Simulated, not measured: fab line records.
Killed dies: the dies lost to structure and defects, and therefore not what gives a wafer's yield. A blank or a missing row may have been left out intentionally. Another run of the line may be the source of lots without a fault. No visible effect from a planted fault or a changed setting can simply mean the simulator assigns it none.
Matching of chambers / flow n5Finfet / N5_BEOL_M14_STRIP_37 on rieDiel-01: 4 sister chambers
The step strips in O2. 8 wafers are shown with their chamber, then 10 later ones without.

EACH WAFER AND ITS CHAMBER
wafer=L082.5; chamber=2; throttleValvePct (%)=16.89; showerheadPlenumPTorr (Torr)=2.10
wafer=L089.1; chamber=0; throttleValvePct (%)=16.82; showerheadPlenumPTorr (Torr)=2.10
wafer=L089.4; chamber=1; throttleValvePct (%)=16.59; showerheadPlenumPTorr (Torr)=2.10
wafer=L088.2; chamber=1; throttleValvePct (%)=16.65; showerheadPlenumPTorr (Torr)=2.11
wafer=L088.3; chamber=2; throttleValvePct (%)=16.92; showerheadPlenumPTorr (Torr)=2.10
wafer=L088.4; chamber=3; throttleValvePct (%)=16.94; showerheadPlenumPTorr (Torr)=2.05
wafer=L091.2; chamber=0; throttleValvePct (%)=16.82; showerheadPlenumPTorr (Torr)=2.10
wafer=L091.5; chamber=3; throttleValvePct (%)=17.00; showerheadPlenumPTorr (Torr)=2.05

WAFERS WHOSE CHAMBER IS MISSING
wafer=L091.6; throttleValvePct (%)=16.82; showerheadPlenumPTorr (Torr)=2.10
wafer=L092.3; throttleValvePct (%)=16.83; showerheadPlenumPTorr (Torr)=2.10
wafer=L092.5; throttleValvePct (%)=16.61; showerheadPlenumPTorr (Torr)=2.10
wafer=L092.6; throttleValvePct (%)=16.85; showerheadPlenumPTorr (Torr)=2.10
wafer=L094.3; throttleValvePct (%)=16.54; showerheadPlenumPTorr (Torr)=2.05
wafer=L094.5; throttleValvePct (%)=16.64; showerheadPlenumPTorr (Torr)=2.10
wafer=L094.6; throttleValvePct (%)=16.98; showerheadPlenumPTorr (Torr)=2.09
wafer=L097.3; throttleValvePct (%)=16.95; showerheadPlenumPTorr (Torr)=2.09
wafer=L097.4; throttleValvePct (%)=16.57; showerheadPlenumPTorr (Torr)=2.05
wafer=L097.5; throttleValvePct (%)=16.86; showerheadPlenumPTorr (Torr)=2.09

EACH ONE'S CHAMBER
wafer=L091.6; from the rows above=0; in truth=0
wafer=L092.3; from the rows above=0; in truth=0
wafer=L092.5; from the rows above=1; in truth=1
wafer=L092.6; from the rows above=can't be placed: 0 or 2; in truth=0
wafer=L094.3; from the rows above=3; in truth=3
wafer=L094.5; from the rows above=1; in truth=1
wafer=L094.6; from the rows above=2; in truth=2
wafer=L097.3; from the rows above=can't be placed: 2 or 0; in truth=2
wafer=L097.4; from the rows above=3; in truth=3
wafer=L097.5; from the rows above=can't be placed: 0 or 2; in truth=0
Correctly placed: 7 of 10. Not placeable from these rows: 3 (in 3, the candidates include the true chamber). Wrongly placed: 0.
How it was worked out, from the rows above alone: a wafer's distance from a chamber is the root of the sum, over the readings, of the square of ((its reading less the chamber's mean) divided by the reading's scatter). If the next closest chamber is less than 2 further off than the closest, the wafer can't be placed; otherwise it belongs to the closest. The mean given for a chamber averages the wafers shown for that chamber. The scatter is the square root of a quotient: the sum, over the shown wafers, of each reading's squared deviation from its chamber's mean, divided by wafers minus chambers.
